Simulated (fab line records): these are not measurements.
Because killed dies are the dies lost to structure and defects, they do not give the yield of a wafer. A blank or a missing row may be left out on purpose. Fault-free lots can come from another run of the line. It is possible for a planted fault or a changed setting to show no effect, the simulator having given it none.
Matching of chambers    flow n5Finfet    N5_FIN_CUT_CUT_ETCH_15 on rieSi-06: 4 sister chambers
The step etches Si in HBr/Cl2/O2, target depth 100 nm, bt time 10 s, time 42.4 s. 20 wafers are shown with their chamber, then 10 later ones without.

WAFERS WITH THEIR CHAMBER
wafer   chamber  throttleValvePct (%)  drypumpMotorCurrentA (A)  oesProductAu (a.u.)
L075.1  3        37.48                 5.5                       0.985
L075.4  2        37.53                 5.5                       1.012
L075.5  1        36.87                 5.6                       1.010
L078.3  1        36.88                 5.6                       1.017
L078.5  0        37.03                 5.9                       0.994
L078.6  1        36.88                 5.6                       1.020
L079.2  1        36.88                 5.6                       1.012
L079.4  3        37.48                 5.5                       0.976
L079.5  0        37.03                 6.0                       0.986
L080.3  3        37.46                 5.5                       0.983
L080.5  1        36.87                 5.6                       1.006
L080.6  0        37.04                 5.9                       0.989
L083.2  2        37.53                 5.6                       1.020
L083.5  1        36.87                 5.6                       1.015
L083.6  0        37.04                 6.0                       0.987
L084.2  3        37.46                 5.5                       0.980
L084.3  2        37.54                 5.5                       1.014
L084.6  0        37.05                 5.9                       0.990
L087.1  3        37.48                 5.5                       0.981
L087.3  0        37.04                 5.9                       0.988

SIGNATURES (means of the wafers above)
reading               chamber 0  chamber 1  chamber 2  chamber 3  scatter within a chamber
throttleValvePct      37.0383    36.8750    37.5333    37.4720    0.00783
drypumpMotorCurrentA  5.933      5.600      5.533      5.500      0.0354
oesProductAu          0.98900    1.01333    1.01533    0.98100    0.00394
Rule: a wafer lies at a distance from a chamber equal to the root of the sum of squares, over the readings, of (its reading less the chamber's mean, divided by the reading's scatter). The wafer belongs to the nearest chamber; if the next one is less than 2 further off, it can't be placed. The scatter: the root of (the sum of the squares of (reading less its chamber's mean) over the shown wafers, divided by (wafers less chambers)).

WAFERS MISSING THEIR CHAMBER
wafer   throttleValvePct (%)  drypumpMotorCurrentA (A)  oesProductAu (a.u.)
L087.5  36.88                 5.6                       1.011
L090.3  37.47                 5.5                       0.984
L090.5  37.03                 5.9                       0.988
L090.6  36.87                 5.6                       1.022
L093.1  36.89                 5.6                       1.013
L093.3  37.47                 5.5                       0.984
L093.6  37.47                 5.5                       0.985
L094.2  37.46                 5.5                       0.984
L094.3  37.02                 5.9                       0.987
L094.5  37.02                 5.9                       0.997

THE CHAMBER EACH PASSED THROUGH
wafer   from the rows above  in truth
L087.5  1                    1
L090.3  3                    3
L090.5  0                    0
L090.6  1                    1
L093.1  1                    1
L093.3  3                    3
L093.6  3                    3
L094.2  3                    3
L094.3  0                    0
L094.5  0                    0
Correct placement for 10 of the 10. Left unplaced by these rows: 0. Number placed wrongly: 0.
